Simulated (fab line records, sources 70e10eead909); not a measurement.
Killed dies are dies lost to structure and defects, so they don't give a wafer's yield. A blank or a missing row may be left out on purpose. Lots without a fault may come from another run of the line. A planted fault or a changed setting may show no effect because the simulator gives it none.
Chamber matching | flow nand_harc | NHARC_A_M1_PRE_CLEAN_32 on pecvd-03: 3 sister chambers
The step time 12 s. 3 wafers are shown with their chamber, then 7 later ones without.

WAFERS WITH THEIR CHAMBER
wafer  | chamber | heater_power_w (W)
L081.1 | 2       | 679
L089.1 | 1       | 702
L089.2 | 0       | 841

WAFERS WITHOUT THEIR CHAMBER
wafer  | heater_power_w (W)
L089.4 | 718
L089.3 | 707
L089.5 | 833
L089.6 | 710
L090.1 | 664
L090.2 | 744
L090.3 | 818

WHICH CHAMBER EACH WENT THROUGH
wafer  | from the rows above     | in truth
L089.4 | can't be placed: 1 or 2 | 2
L089.3 | can't be placed: 1 or 2 | 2
L089.5 | 0                       | 0
L089.6 | can't be placed: 1 or 2 | 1
L090.1 | can't be placed: 2 or 1 | 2
L090.2 | can't be placed: 1 or 2 | 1
L090.3 | 0                       | 0
Placed correctly: 2 of 7. Can't be placed from these rows: 5 (the true chamber is among the candidates in 5). Placed wrongly: 0.
How it was worked out, from the rows above alone: a wafer's distance from a chamber is the root of the sum, over the readings, of the square of ((its reading less the chamber's mean) divided by the reading's scatter). The wafer belongs to the nearest chamber; if the next one is less than 2 further off, it can't be placed. A chamber's mean is the mean of its shown wafers. The scatter: with one shown wafer a chamber, the root of the mean of the squares of how far each hidden wafer lies from its nearest shown one.
